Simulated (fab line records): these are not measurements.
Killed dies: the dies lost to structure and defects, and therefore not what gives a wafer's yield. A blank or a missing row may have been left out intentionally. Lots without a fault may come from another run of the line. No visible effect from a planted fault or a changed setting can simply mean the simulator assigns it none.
fab line records / flow nandHarc
[record] lots = 6 wafers = 18 lastDay = 24
route steps=1159 shown A_ONON_D1@432 END@1159
lots that met no fault: taken from a fault-free run of the same line
startH: hours from the record's opening day to when the first of the lot's shown wafers began / waitH: time in hours since the lot's previous step / " repeats the value in the row above / L1.1+2: a row that stands for several wafers / - value missing, or start not given / * or withheld: withheld / < > ~ a bound
route shown NAME@n: names a module that has steps shown in the file, with the first one's number in the route / usual: mean/standard deviation of fault-free wafers / same: alike in all rows / chamber/n: place in a boat / sites: the reading at each site / _std_site: standard deviation across them / _edge_site: outer sites' mean less inner sites' / radiusMm: for every site, how far away it sits from the centre of the wafer / mask NAME#n: copy n / behind: the most recent tool/chamber to have shaped the wafer / hold: what put the lot on hold/how long, in hours/how the hold closed / device: the transistor (n, p or np) that didn't switch / end of line: the same wafers' tests at the end of the route / step lacking rows: just its recipe / killed: not the wafer's yield, but the dies lost to structure and defects at the first sort / map: shows each die of a wafer: x if killed, . if not, _ if none is there
set.NAME: the setting that was run; set.NAME@STEP: the one run at that earlier step / model.NAME: the simulator's own value behind a step, which no gauge read
lots at some steps of the route; a table a step, a row a wafer
services: the hour from which a tool's chamber was out of use, counted from the record's first day as startH (under 0 if before that day), plus the number of hours and why
[[steps]]
[step NHARC_A_ONON_D1_DEP_12]
[recipe] targetThkA = 10000 n2FlowSccm = 2750 n2oFlowSccm = 2000 nh3FlowSccm = 500 sih4FlowSccm = 210 tempC = 400
[step NHARC_A_ONON_D1_THK_MEAS_14]
[recipe] thkMeasGauge = ellipsometry
[usual] thkNm = 999/8.1
lot.wafer=L343.1 tool=filmMetro-01 chamber=- startH=161.09 waitH=- thkNm=995
lot.wafer=L343.2 tool=filmMetro-01 chamber=- startH=161.09 waitH=- thkNm=994
lot.wafer=L343.6 tool=filmMetro-01 chamber=- startH=161.09 waitH=- thkNm=994
lot.wafer=L351.3 tool=filmMetro-01 chamber=- startH=210.50 waitH=- thkNm=1006
lot.wafer=L351.4 tool=filmMetro-01 chamber=- startH=210.50 waitH=- thkNm=1006
lot.wafer=L351.6 tool=filmMetro-01 chamber=- startH=210.50 waitH=- thkNm=1006
lot.wafer=L356.1 tool=filmMetro-02 chamber=- startH=236.51 waitH=- thkNm=993
lot.wafer=L356.5 tool=filmMetro-02 chamber=- startH=236.51 waitH=- thkNm=991
lot.wafer=L356.6 tool=filmMetro-02 chamber=- startH=236.51 waitH=- thkNm=992
lot.wafer=L357.1 tool=filmMetro-02 chamber=- startH=246.62 waitH=- thkNm=981
lot.wafer=L357.2 tool=filmMetro-02 chamber=- startH=246.62 waitH=- thkNm=980
lot.wafer=L357.3 tool=filmMetro-02 chamber=- startH=246.62 waitH=- thkNm=982
lot.wafer=L361.2 tool=filmMetro-01 chamber=- startH=267.92 waitH=- thkNm=999
lot.wafer=L361.4 tool=filmMetro-01 chamber=- startH=267.92 waitH=- thkNm=1000
lot.wafer=L361.6 tool=filmMetro-01 chamber=- startH=267.92 waitH=- thkNm=1000
lot.wafer=L363.2 tool=filmMetro-02 chamber=- startH=286.78 waitH=- thkNm=1012
lot.wafer=L363.3 tool=filmMetro-02 chamber=- startH=286.78 waitH=- thkNm=1011
lot.wafer=L363.5 tool=filmMetro-02 chamber=- startH=286.78 waitH=- thkNm=1012
[step NHARC_A_ONON_D1_ANNEAL_15]
[recipe] tempC = 750 timeS = 3600
[step NHARC_A_ONON_D1_DEP_16]
[recipe] targetThkA = 10000 n2FlowSccm = 2750 n2oFlowSccm = 2000 nh3FlowSccm = 500 sih4FlowSccm = 210 tempC = 400
[step NHARC_A_ONON_D1_THK_MEAS_18]
[recipe] thkMeasGauge = ellipsometry
[usual] thkNm = 996/8.4
lot.wafer=L343.1 tool=filmMetro-01 chamber=- startH=168.22 waitH=- thkNm=1011
lot.wafer=L343.2 tool=filmMetro-01 chamber=- startH=168.22 waitH=- thkNm=1011
lot.wafer=L343.6 tool=filmMetro-01 chamber=- startH=168.22 waitH=- thkNm=1013
lot.wafer=L351.3 tool=filmMetro-01 chamber=- startH=217.56 waitH=- thkNm=990
lot.wafer=L351.4 tool=filmMetro-01 chamber=- startH=217.56 waitH=- thkNm=993
lot.wafer=L351.6 tool=filmMetro-01 chamber=- startH=217.56 waitH=- thkNm=992
lot.wafer=L356.1 tool=filmMetro-01 chamber=- startH=244.87 waitH=- thkNm=1006
lot.wafer=L356.5 tool=filmMetro-01 chamber=- startH=244.87 waitH=- thkNm=1004
lot.wafer=L356.6 tool=filmMetro-01 chamber=- startH=244.87 waitH=- thkNm=1006
lot.wafer=L357.1 tool=filmMetro-01 chamber=- startH=254.76 waitH=- thkNm=989
lot.wafer=L357.2 tool=filmMetro-01 chamber=- startH=254.76 waitH=- thkNm=989
lot.wafer=L357.3 tool=filmMetro-01 chamber=- startH=254.76 waitH=- thkNm=989
lot.wafer=L361.2 tool=filmMetro-02 chamber=- startH=275.03 waitH=- thkNm=996
lot.wafer=L361.4 tool=filmMetro-02 chamber=- startH=275.03 waitH=- thkNm=996
lot.wafer=L361.6 tool=filmMetro-02 chamber=- startH=275.03 waitH=- thkNm=996
lot.wafer=L363.2 tool=filmMetro-01 chamber=- startH=293.93 waitH=- thkNm=1008
lot.wafer=L363.3 tool=filmMetro-01 chamber=- startH=293.93 waitH=- thkNm=1010
lot.wafer=L363.5 tool=filmMetro-01 chamber=- startH=293.93 waitH=- thkNm=1008
[step NHARC_A_ONON_D1_DEP_19]
[recipe] targetThkA = 10000 n2FlowSccm = 2750 n2oFlowSccm = 2000 nh3FlowSccm = 500 sih4FlowSccm = 210 tempC = 400
[step NHARC_A_ONON_D1_THK_MEAS_21]
[recipe] thkMeasGauge = ellipsometry
[usual] thkNm = 997/9.1
lot.wafer=L343.1 tool=filmMetro-01 chamber=- startH=168.79 waitH=- thkNm=994
lot.wafer=L343.2 tool=filmMetro-01 chamber=- startH=168.79 waitH=- thkNm=993
lot.wafer=L343.6 tool=filmMetro-01 chamber=- startH=168.79 waitH=- thkNm=992
lot.wafer=L351.3 tool=filmMetro-02 chamber=- startH=218.13 waitH=- thkNm=989
lot.wafer=L351.4 tool=filmMetro-02 chamber=- startH=218.13 waitH=- thkNm=989
lot.wafer=L351.6 tool=filmMetro-02 chamber=- startH=218.13 waitH=- thkNm=988
lot.wafer=L356.1 tool=filmMetro-02 chamber=- startH=245.57 waitH=- thkNm=993
lot.wafer=L356.5 tool=filmMetro-02 chamber=- startH=245.57 waitH=- thkNm=996
lot.wafer=L356.6 tool=filmMetro-02 chamber=- startH=245.57 waitH=- thkNm=994
lot.wafer=L357.1 tool=filmMetro-02 chamber=- startH=255.34 waitH=- thkNm=991
lot.wafer=L357.2 tool=filmMetro-02 chamber=- startH=255.34 waitH=- thkNm=990
lot.wafer=L357.3 tool=filmMetro-02 chamber=- startH=255.34 waitH=- thkNm=992
lot.wafer=L361.2 tool=filmMetro-02 chamber=- startH=275.59 waitH=- thkNm=1003
lot.wafer=L361.4 tool=filmMetro-02 chamber=- startH=275.59 waitH=- thkNm=1004
lot.wafer=L361.6 tool=filmMetro-02 chamber=- startH=275.59 waitH=- thkNm=1003
lot.wafer=L363.2 tool=filmMetro-01 chamber=- startH=294.50 waitH=- thkNm=1004
lot.wafer=L363.3 tool=filmMetro-01 chamber=- startH=294.50 waitH=- thkNm=1007
lot.wafer=L363.5 tool=filmMetro-01 chamber=- startH=294.50 waitH=- thkNm=1006
[step NHARC_A_ONON_D1_DEP_22]
[recipe] targetThkA = 10000 n2FlowSccm = 2750 n2oFlowSccm = 2000 nh3FlowSccm = 500 sih4FlowSccm = 210 tempC = 400
[step NHARC_A_ONON_D1_THK_MEAS_24]
[recipe] thkMeasGauge = ellipsometry
[usual] thkNm = 1003/10
lot.wafer=L343.1 tool=filmMetro-01 chamber=- startH=169.35 waitH=- thkNm=1019
lot.wafer=L343.2 tool=filmMetro-01 chamber=- startH=169.35 waitH=- thkNm=1018
lot.wafer=L343.6 tool=filmMetro-01 chamber=- startH=169.35 waitH=- thkNm=1018
lot.wafer=L351.3 tool=filmMetro-02 chamber=- startH=218.69 waitH=- thkNm=1009
lot.wafer=L351.4 tool=filmMetro-02 chamber=- startH=218.69 waitH=- thkNm=1010
lot.wafer=L351.6 tool=filmMetro-02 chamber=- startH=218.69 waitH=- thkNm=1009
lot.wafer=L356.1 tool=filmMetro-02 chamber=- startH=246.29 waitH=- thkNm=1000
lot.wafer=L356.5 tool=filmMetro-02 chamber=- startH=246.29 waitH=- thkNm=1001
lot.wafer=L356.6 tool=filmMetro-02 chamber=- startH=246.29 waitH=- thkNm=1001
lot.wafer=L357.1 tool=filmMetro-01 chamber=- startH=255.92 waitH=- thkNm=988
lot.wafer=L357.2 tool=filmMetro-01 chamber=- startH=255.92 waitH=- thkNm=988
lot.wafer=L357.3 tool=filmMetro-01 chamber=- startH=255.92 waitH=- thkNm=988
lot.wafer=L361.2 tool=filmMetro-02 chamber=- startH=276.16 waitH=- thkNm=994
lot.wafer=L361.4 tool=filmMetro-02 chamber=- startH=276.16 waitH=- thkNm=994
lot.wafer=L361.6 tool=filmMetro-02 chamber=- startH=276.16 waitH=- thkNm=992
lot.wafer=L363.2 tool=filmMetro-01 chamber=- startH=295.08 waitH=- thkNm=1010
lot.wafer=L363.3 tool=filmMetro-01 chamber=- startH=295.08 waitH=- thkNm=1011
lot.wafer=L363.5 tool=filmMetro-01 chamber=- startH=295.08 waitH=- thkNm=1010
[step NHARC_A_ONON_D1_DEP_25]
[recipe] targetThkA = 10000 n2FlowSccm = 2750 n2oFlowSccm = 2000 nh3FlowSccm = 500 sih4FlowSccm = 210 tempC = 400
[step NHARC_A_ONON_D1_THK_MEAS_27]
[recipe] thkMeasGauge = ellipsometry
[usual] thkNm = 1001/11
lot.wafer=L343.1 tool=filmMetro-02 chamber=- startH=169.91 waitH=- thkNm=998
lot.wafer=L343.2 tool=filmMetro-02 chamber=- startH=169.91 waitH=- thkNm=999
lot.wafer=L343.6 tool=filmMetro-02 chamber=- startH=169.91 waitH=- thkNm=999
lot.wafer=L351.3 tool=filmMetro-01 chamber=- startH=219.25 waitH=- thkNm=1001
lot.wafer=L351.4 tool=filmMetro-01 chamber=- startH=219.25 waitH=- thkNm=1002
lot.wafer=L351.6 tool=filmMetro-01 chamber=- startH=219.25 waitH=- thkNm=1000
lot.wafer=L356.1 tool=filmMetro-01 chamber=- startH=246.97 waitH=- thkNm=1017
lot.wafer=L356.5 tool=filmMetro-01 chamber=- startH=246.97 waitH=- thkNm=1019
lot.wafer=L356.6 tool=filmMetro-01 chamber=- startH=246.97 waitH=- thkNm=1018
lot.wafer=L357.1 tool=filmMetro-01 chamber=- startH=256.49 waitH=- thkNm=999
lot.wafer=L357.2 tool=filmMetro-01 chamber=- startH=256.49 waitH=- thkNm=1003
lot.wafer=L357.3 tool=filmMetro-01 chamber=- startH=256.49 waitH=- thkNm=1002
lot.wafer=L361.2 tool=filmMetro-02 chamber=- startH=276.74 waitH=- thkNm=1011
lot.wafer=L361.4 tool=filmMetro-02 chamber=- startH=276.74 waitH=- thkNm=1011
lot.wafer=L361.6 tool=filmMetro-02 chamber=- startH=276.74 waitH=- thkNm=1013
lot.wafer=L363.2 tool=filmMetro-02 chamber=- startH=295.64 waitH=- thkNm=991
lot.wafer=L363.3 tool=filmMetro-02 chamber=- startH=295.64 waitH=- thkNm=993
lot.wafer=L363.5 tool=filmMetro-02 chamber=- startH=295.64 waitH=- thkNm=993
[step NHARC_A_ONON_D1_DEP_28]
[recipe] targetThkA = 10000 n2FlowSccm = 2750 n2oFlowSccm = 2000 nh3FlowSccm = 500 sih4FlowSccm = 210 tempC = 400
[usual] n2oFlowSccm = 2001/5.8
lot.wafer=L343.1 tool=pecvdOnon-03 chamber=0 startH=169.98 waitH=0.1 n2oFlowSccm=1997
lot.wafer=L343.2 tool=pecvdOnon-03 chamber=0 startH=169.98 waitH=0.1 n2oFlowSccm=1999
lot.wafer=L343.6 tool=pecvdOnon-03 chamber=0 startH=169.98 waitH=0.1 n2oFlowSccm=2001
lot.wafer=L351.3 tool=pecvdOnon-01 chamber=0 startH=219.42 waitH=0.2 n2oFlowSccm=2006
lot.wafer=L351.4 tool=pecvdOnon-01 chamber=0 startH=219.42 waitH=0.2 n2oFlowSccm=2002
lot.wafer=L351.6 tool=pecvdOnon-01 chamber=0 startH=219.42 waitH=0.2 n2oFlowSccm=2009
lot.wafer=L356.1 tool=pecvdOnon-01 chamber=0 startH=247.02 waitH=0.1 n2oFlowSccm=1996
lot.wafer=L356.5 tool=pecvdOnon-01 chamber=0 startH=247.02 waitH=0.1 n2oFlowSccm=1993
lot.wafer=L356.6 tool=pecvdOnon-01 chamber=0 startH=247.02 waitH=0.1 n2oFlowSccm=1995
lot.wafer=L357.1 tool=pecvdOnon-01 chamber=0 startH=256.55 waitH=0.1 n2oFlowSccm=2000
lot.wafer=L357.2 tool=pecvdOnon-01 chamber=0 startH=256.55 waitH=0.1 n2oFlowSccm=1996
lot.wafer=L357.3 tool=pecvdOnon-01 chamber=0 startH=256.55 waitH=0.1 n2oFlowSccm=1988
lot.wafer=L361.2 tool=pecvdOnon-03 chamber=0 startH=276.85 waitH=0.1 n2oFlowSccm=1990
lot.wafer=L361.4 tool=pecvdOnon-03 chamber=0 startH=276.85 waitH=0.1 n2oFlowSccm=1997
lot.wafer=L361.6 tool=pecvdOnon-03 chamber=0 startH=276.85 waitH=0.1 n2oFlowSccm=2003
lot.wafer=L363.2 tool=pecvdOnon-03 chamber=0 startH=295.76 waitH=0.1 n2oFlowSccm=1997
lot.wafer=L363.3 tool=pecvdOnon-03 chamber=0 startH=295.76 waitH=0.1 n2oFlowSccm=2004
lot.wafer=L363.5 tool=pecvdOnon-03 chamber=0 startH=295.76 waitH=0.1 n2oFlowSccm=1999
[step NHARC_A_ONON_D1_THK_MEAS_30]
[recipe] thkMeasGauge = ellipsometry
[usual] thkNm = 1000/12
lot.wafer=L343.1 tool=filmMetro-02 chamber=- startH=170.50 waitH=- thkNm=1002
lot.wafer=L343.2 tool=filmMetro-02 chamber=- startH=170.50 waitH=- thkNm=1003
lot.wafer=L343.6 tool=filmMetro-02 chamber=- startH=170.50 waitH=- thkNm=1003
lot.wafer=L351.3 tool=filmMetro-02 chamber=- startH=219.82 waitH=- thkNm=991
lot.wafer=L351.4 tool=filmMetro-02 chamber=- startH=219.82 waitH=- thkNm=990
lot.wafer=L351.6 tool=filmMetro-02 chamber=- startH=219.82 waitH=- thkNm=992
lot.wafer=L356.1 tool=filmMetro-01 chamber=- startH=247.54 waitH=- thkNm=784
lot.wafer=L356.5 tool=filmMetro-01 chamber=- startH=247.54 waitH=- thkNm=784
lot.wafer=L356.6 tool=filmMetro-01 chamber=- startH=247.54 waitH=- thkNm=786
lot.wafer=L357.1 tool=filmMetro-02 chamber=- startH=257.06 waitH=- thkNm=774
lot.wafer=L357.2 tool=filmMetro-02 chamber=- startH=257.06 waitH=- thkNm=773
lot.wafer=L357.3 tool=filmMetro-02 chamber=- startH=257.06 waitH=- thkNm=772
lot.wafer=L361.2 tool=filmMetro-01 chamber=- startH=277.30 waitH=- thkNm=1007
lot.wafer=L361.4 tool=filmMetro-01 chamber=- startH=277.30 waitH=- thkNm=1005
lot.wafer=L361.6 tool=filmMetro-01 chamber=- startH=277.30 waitH=- thkNm=1005
lot.wafer=L363.2 tool=filmMetro-02 chamber=- startH=296.21 waitH=- thkNm=1002
lot.wafer=L363.3 tool=filmMetro-02 chamber=- startH=296.21 waitH=- thkNm=1001
lot.wafer=L363.5 tool=filmMetro-02 chamber=- startH=296.21 waitH=- thkNm=1002
[step NHARC_A_ONON_D1_DEP_33]
[recipe] targetThkA = 2000 tempC = 400 pressureTorr = 6.5 rfW = 900 teosFlowSccm = 161.4 flowSccm = 2650 targetThkNm = 200 gas = O2 material = SiO2
[usual] heaterPowerW = 559/92 mfcPrecursorSccm = 161.4/0.5 throttleValvePct = 16.04/0.29
lot.wafer=L343.2 tool=pecvd-04 chamber=2 startH=170.60 waitH=0.1 heaterPowerW=600 mfcPrecursorSccm=161.0 throttleValvePct=16.83
lot.wafer=L343.1 tool=pecvd-04 chamber=0 startH=170.60 waitH=0.1 heaterPowerW=708 mfcPrecursorSccm=162.3 throttleValvePct=15.92
lot.wafer=L343.6 tool=pecvd-04 chamber=2 startH=170.60 waitH=0.1 heaterPowerW=608 mfcPrecursorSccm=161.6 throttleValvePct=17.00
lot.wafer=L351.3 tool=pecvd-01 chamber=1 startH=219.87 waitH=0.1 heaterPowerW=588 mfcPrecursorSccm=161.7 throttleValvePct=16.63
lot.wafer=L351.4 tool=pecvd-01 chamber=1 startH=219.87 waitH=0.1 heaterPowerW=600 mfcPrecursorSccm=162.0 throttleValvePct=16.41
lot.wafer=L351.6 tool=pecvd-01 chamber=2 startH=219.87 waitH=0.1 heaterPowerW=498 mfcPrecursorSccm=161.4 throttleValvePct=16.13
lot.wafer=L356.1 tool=pecvd-02 chamber=2 startH=247.73 waitH=0.2 heaterPowerW=649 mfcPrecursorSccm=161.3 throttleValvePct=16.11
lot.wafer=L356.5 tool=pecvd-02 chamber=1 startH=247.73 waitH=0.2 heaterPowerW=399 mfcPrecursorSccm=160.6 throttleValvePct=16.01
lot.wafer=L356.6 tool=pecvd-02 chamber=2 startH=247.73 waitH=0.2 heaterPowerW=672 mfcPrecursorSccm=160.8 throttleValvePct=15.68
lot.wafer=L357.3 tool=pecvd-02 chamber=2 startH=257.12 waitH=0.1 heaterPowerW=625 mfcPrecursorSccm=162.2 throttleValvePct=15.86
lot.wafer=L357.2 tool=pecvd-02 chamber=0 startH=257.12 waitH=0.1 heaterPowerW=353 mfcPrecursorSccm=162.1 throttleValvePct=15.62
lot.wafer=L357.1 tool=pecvd-02 chamber=1 startH=257.12 waitH=0.1 heaterPowerW=463 mfcPrecursorSccm=160.6 throttleValvePct=15.79
lot.wafer=L361.2 tool=pecvd-01 chamber=0 startH=277.40 waitH=0.1 heaterPowerW=651 mfcPrecursorSccm=161.1 throttleValvePct=15.56
lot.wafer=L361.6 tool=pecvd-01 chamber=0 startH=277.40 waitH=0.1 heaterPowerW=652 mfcPrecursorSccm=161.4 throttleValvePct=15.83
lot.wafer=L361.4 tool=pecvd-01 chamber=1 startH=277.40 waitH=0.1 heaterPowerW=619 mfcPrecursorSccm=161.2 throttleValvePct=16.16
lot.wafer=L363.2 tool=pecvd-04 chamber=0 startH=296.38 waitH=0.2 heaterPowerW=648 mfcPrecursorSccm=161.4 throttleValvePct=15.82
lot.wafer=L363.3 tool=pecvd-04 chamber=1 startH=296.38 waitH=0.2 heaterPowerW=603 mfcPrecursorSccm=160.8 throttleValvePct=16.18
lot.wafer=L363.5 tool=pecvd-04 chamber=2 startH=296.38 waitH=0.2 heaterPowerW=427 mfcPrecursorSccm=161.0 throttleValvePct=16.26
[step NHARC_END_SORT_01]
[recipe] tempC = 25
[usual] killedAtArray = 27/11 killedAtOther = 0.6/0.89 killedAtPeriphery = 3.0/2.4 killedDies = 31/12 killedOpen = 3.2/1.6 killedShort = 2.0/1.5
[same] grossDies = 677
lot.wafer=L351.3 tool=prober-02 chamber=0 startH=500.37 waitH=3.1 killedAtArray=39 killedAtOther=0 killedAtPeriphery=1 killedDies=40 killedOpen=5 killedShort=1
lot.wafer=L351.4 tool=prober-02 chamber=0 startH=501.17 waitH=3.4 killedAtArray=32 killedAtOther=1 killedAtPeriphery=2 killedDies=35 killedOpen=2 killedShort=5
lot.wafer=L351.6 tool=prober-02 chamber=0 startH=502.77 waitH=4.0 killedAtArray=32 killedAtOther=2 killedAtPeriphery=2 killedDies=36 killedOpen=2 killedShort=2
lot.wafer=L356.1 tool=prober-01 chamber=0 startH=516.82 waitH=2.5 killedAtArray=674 killedAtOther=0 killedAtPeriphery=3 killedDies=677 killedOpen=4 killedShort=3
lot.wafer=L356.5 tool=prober-01 chamber=0 startH=520.02 waitH=3.7 killedAtArray=670 killedAtOther=0 killedAtPeriphery=7 killedDies=677 killedOpen=6 killedShort=4
lot.wafer=L356.6 tool=prober-01 chamber=0 startH=520.82 waitH=4.0 killedAtArray=674 killedAtOther=0 killedAtPeriphery=3 killedDies=677 killedOpen=7 killedShort=2
lot.wafer=L357.1 tool=prober-02 chamber=0 startH=516.91 waitH=2.5 killedAtArray=675 killedAtOther=0 killedAtPeriphery=2 killedDies=677 killedOpen=3 killedShort=2
lot.wafer=L357.2 tool=prober-02 chamber=0 startH=517.72 waitH=2.8 killedAtArray=676 killedAtOther=0 killedAtPeriphery=1 killedDies=677 killedOpen=2 killedShort=3
lot.wafer=L357.3 tool=prober-02 chamber=0 startH=518.53 waitH=3.1 killedAtArray=674 killedAtOther=1 killedAtPeriphery=2 killedDies=677 killedOpen=2 killedShort=3
// killed by level:class
L351.3 A_CHANNEL_HOLE_D1:chamberFilmFlake=15 A_SLIT:chamberFilmFlake=13 A_CONTACT:chamberFilmFlake=3 A_ZERO_WELL:chamberFilmFlake=2 P_CONTACT:geometricParticle:open=1 A_ONON_D1:geometricParticle:open=1 A_SGD_CUT:geometricParticle:short=1 A_CONTACT:geometricParticle:open=1
L351.4 A_SLIT:chamberFilmFlake=13 A_CHANNEL_HOLE_D1:chamberFilmFlake=9 A_SOURCE_PLATE:geometricParticle:short=2 A_STAIRCASE:chamberFilmFlake=2 P_M0:geometricParticle:short=1 A_SOURCE_PLATE:geometricParticle:open=1 A_WL_FILL:geometricParticle:short=1 A_CONTACT:geometricParticle:short=1
L351.6 A_CHANNEL_HOLE_D1:chamberFilmFlake=13 A_SLIT:chamberFilmFlake=10 A_ZERO_WELL:chamberFilmFlake=3 P_GATE:chamberFilmFlake=2 A_STAIRCASE:chamberFilmFlake=2 A_ONON_D1:geometricParticle:open=1 A_WL_FILL:geometricParticle:short=1 A_CONTACT:geometricParticle:open=1
L356.1 A_ONON_D1:areaDep=645 A_SLIT:chamberFilmFlake=8 A_CONTACT:chamberFilmFlake=4 A_CHANNEL_HOLE_D1:chamberFilmFlake=3 A_STAIRCASE:chamberFilmFlake=3 A_SGD_CUT:chamberFilmFlake=3 A_WL_FILL:chamberFilmFlake=2 P_GATE:geometricParticle:open=1
L357.1 A_ONON_D1:areaDep=645 A_CHANNEL_HOLE_D1:chamberFilmFlake=15 A_CONTACT:chamberFilmFlake=6 A_BLC:geometricParticle:open=2 A_STAIRCASE:chamberFilmFlake=2 A_WL_FILL:chamberFilmFlake=2 P_GATE:geometricParticle:short=1 A_CHANNEL_FILL_D1:geometricParticle:short=1
L357.2 A_ONON_D1:areaDep=648 A_CHANNEL_HOLE_D1:chamberFilmFlake=20 A_STAIRCASE:chamberFilmFlake=3 A_WL_FILL:geometricParticle:short=2 P_M2:geometricParticle:open=1 A_ONON_D1:geometricParticle:short=1 A_CONTACT:geometricParticle:open=1 A_WL_FILL:chamberFilmFlake=1
L357.3 A_ONON_D1:areaDep=649 A_CHANNEL_HOLE_D1:chamberFilmFlake=11 A_CONTACT:chamberFilmFlake=4 A_STAIRCASE:chamberFilmFlake=3 A_M0:chamberFilmFlake=3 A_WL_FILL:geometricParticle:short=2 P_CONTACT:geometricParticle:open=1 P_CONTACT:geometricParticle:short=1
L356.5 A_ONON_D1:areaDep=636 A_SLIT:chamberFilmFlake=7 A_SGD_CUT:chamberFilmFlake=5 A_WL_FILL:chamberFilmFlake=4 A_M0:chamberFilmFlake=4 P_GATE:chamberFilmFlake=3 A_CHANNEL_HOLE_D1:chamberFilmFlake=3 A_CONTACT:chamberFilmFlake=3
L356.6 A_ONON_D1:areaDep=632 A_SLIT:chamberFilmFlake=14 A_CHANNEL_HOLE_D1:chamberFilmFlake=5 A_SGD_CUT:chamberFilmFlake=4 A_ONON_D1:geometricParticle:open=3 A_STAIRCASE:chamberFilmFlake=3 A_M0:chamberFilmFlake=3 A_CHANNEL_FILL_D1:geometricParticle:open=2
// map L356.1 (x killed, . not)
____________x____________
_________xxxxxxx_________
_______xxxxxxxxxxx_______
______xxxxxxxxxxxxx______
_____xxxxxxxxxxxxxxx_____
____xxxxxxxxxxxxxxxxx____
____xxxxxxxxxxxxxxxxx____
___xxxxxxxxxxxxxxxxxxx___
___xxxxxxxxxxxxxxxxxxx___
__xxxxxxxxxxxxxxxxxxxxx__
__xxxxxxxxxxxxxxxxxxxxx__
_xxxxxxxxxxxxxxxxxxxxxxx_
_xxxxxxxxxxxxxxxxxxxxxxx_
_xxxxxxxxxxxxxxxxxxxxxxx_
_xxxxxxxxxxxxxxxxxxxxxxx_
_xxxxxxxxxxxxxxxxxxxxxxx_
xxxxxxxxxxxxxxxxxxxxxxxxx
xxxxxxxxxxxxxxxxxxxxxxxxx
xxxxxxxxxxxxxxxxxxxxxxxxx
xxxxxxxxxxxxxxxxxxxxxxxxx
xxxxxxxxxxxxxxxxxxxxxxxxx
_xxxxxxxxxxxxxxxxxxxxxxx_
_xxxxxxxxxxxxxxxxxxxxxxx_
_xxxxxxxxxxxxxxxxxxxxxxx_
_xxxxxxxxxxxxxxxxxxxxxxx_
_xxxxxxxxxxxxxxxxxxxxxxx_
__xxxxxxxxxxxxxxxxxxxxx__
__xxxxxxxxxxxxxxxxxxxxx__
___xxxxxxxxxxxxxxxxxxx___
___xxxxxxxxxxxxxxxxxxx___
____xxxxxxxxxxxxxxxxx____
____xxxxxxxxxxxxxxxxx____
_____xxxxxxxxxxxxxxx_____
______xxxxxxxxxxxxx______
_______xxxxxxxxxxx_______
_________xxxxxxx_________
____________x____________
// map L357.1 (x killed, . not)
____________x____________
_________xxxxxxx_________
_______xxxxxxxxxxx_______
______xxxxxxxxxxxxx______
_____xxxxxxxxxxxxxxx_____
____xxxxxxxxxxxxxxxxx____
____xxxxxxxxxxxxxxxxx____
___xxxxxxxxxxxxxxxxxxx___
___xxxxxxxxxxxxxxxxxxx___
__xxxxxxxxxxxxxxxxxxxxx__
__xxxxxxxxxxxxxxxxxxxxx__
_xxxxxxxxxxxxxxxxxxxxxxx_
_xxxxxxxxxxxxxxxxxxxxxxx_
_xxxxxxxxxxxxxxxxxxxxxxx_
_xxxxxxxxxxxxxxxxxxxxxxx_
_xxxxxxxxxxxxxxxxxxxxxxx_
xxxxxxxxxxxxxxxxxxxxxxxxx
xxxxxxxxxxxxxxxxxxxxxxxxx
xxxxxxxxxxxxxxxxxxxxxxxxx
xxxxxxxxxxxxxxxxxxxxxxxxx
xxxxxxxxxxxxxxxxxxxxxxxxx
_xxxxxxxxxxxxxxxxxxxxxxx_
_xxxxxxxxxxxxxxxxxxxxxxx_
_xxxxxxxxxxxxxxxxxxxxxxx_
_xxxxxxxxxxxxxxxxxxxxxxx_
_xxxxxxxxxxxxxxxxxxxxxxx_
__xxxxxxxxxxxxxxxxxxxxx__
__xxxxxxxxxxxxxxxxxxxxx__
___xxxxxxxxxxxxxxxxxxx___
___xxxxxxxxxxxxxxxxxxx___
____xxxxxxxxxxxxxxxxx____
____xxxxxxxxxxxxxxxxx____
_____xxxxxxxxxxxxxxx_____
______xxxxxxxxxxxxx______
_______xxxxxxxxxxx_______
_________xxxxxxx_________
____________x____________
[[services]]
tool=pecvd-04 chamber=- startH=152.50 hours=0.5 kind=repair
tool=pecvdOnon-03 chamber=- startH=153.00 hours=13.0 kind=pm
tool=pecvd-02 chamber=- startH=153.02 hours=13.0 kind=pm
tool=pecvd-02 chamber=0 startH=153.02 hours=13.0 kind=ventCycle
tool=pecvd-02 chamber=1 startH=153.02 hours=13.0 kind=ventCycle
tool=pecvd-02 chamber=2 startH=153.02 hours=13.0 kind=ventCycle
tool=pecvd-02 chamber=0 startH=166.02 hours=- kind=clean
tool=pecvd-02 chamber=1 startH=166.02 hours=- kind=clean
tool=pecvd-02 chamber=2 startH=166.02 hours=- kind=clean
tool=pecvd-02 chamber=1 startH=186.30 hours=4.6 kind=repair
tool=pecvd-04 chamber=- startH=195.00 hours=13.0 kind=pm
tool=pecvd-04 chamber=0 startH=195.00 hours=13.0 kind=ventCycle
tool=pecvd-04 chamber=1 startH=195.00 hours=13.0 kind=ventCycle
tool=pecvd-04 chamber=2 startH=195.00 hours=13.0 kind=ventCycle
tool=pecvdOnon-01 chamber=- startH=195.46 hours=13.0 kind=pm
tool=pecvd-04 chamber=0 startH=208.00 hours=- kind=clean
tool=pecvd-04 chamber=1 startH=208.00 hours=- kind=clean
tool=pecvd-04 chamber=2 startH=208.00 hours=- kind=clean
tool=pecvd-02 chamber=0 startH=220.46 hours=4.2 kind=repair
tool=pecvd-01 chamber=- startH=237.64 hours=13.0 kind=pm
tool=pecvd-01 chamber=0 startH=237.64 hours=13.0 kind=ventCycle
tool=pecvd-01 chamber=1 startH=237.64 hours=13.0 kind=ventCycle
tool=pecvd-01 chamber=2 startH=237.64 hours=13.0 kind=ventCycle
tool=pecvd-01 chamber=0 startH=250.64 hours=- kind=clean
[[key]]
[firstSign] step = NHARC_A_ONON_D1_THK_MEAS_30 reading = thkNm direction = down sigmas = 19 usual = 1000 struck = 779
[effect] step = NHARC_END_SORT_01 reading = killedAtArray direction = up sigmas = 59 usual = 27 struck = 674
[moreKillsBornAt] NHARC_A_ONON_D1_DEP_28@pecvdOnon-01 = 3855
metAt NHARC_A_ONON_D1_DEP_28
struckWafers L356.1,L356.5,L356.6,L357.1,L357.2,L357.3
laterRowsLeftOut L356.1,L356.5,L356.6,L357.1,L357.2,L357.3
testerLeftOut L356,L357
onsetBetween 219.42 247.02
[fault] kind = processParameterDrift tool = pecvdOnon-01 chamber = - onsetH = 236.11 steps = NHARC_A_ONON_D1_DEP_28 channel = targetThkA offset = * shape = step endH = 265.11 actsIn = * stated = *
// testerLeftOut: of these lots the tester's yield and bins aren't shown, on N5 and GAA mostly nor the transistor test; their killed dies are dies lost to structure and defects alone, not to doping, threshold or leakage, so they don't give the yield
// laterRowsLeftOut: the simulator's readings of these wafers behind a module that went badly wrong aren't trusted and aren't shown, but for the sort
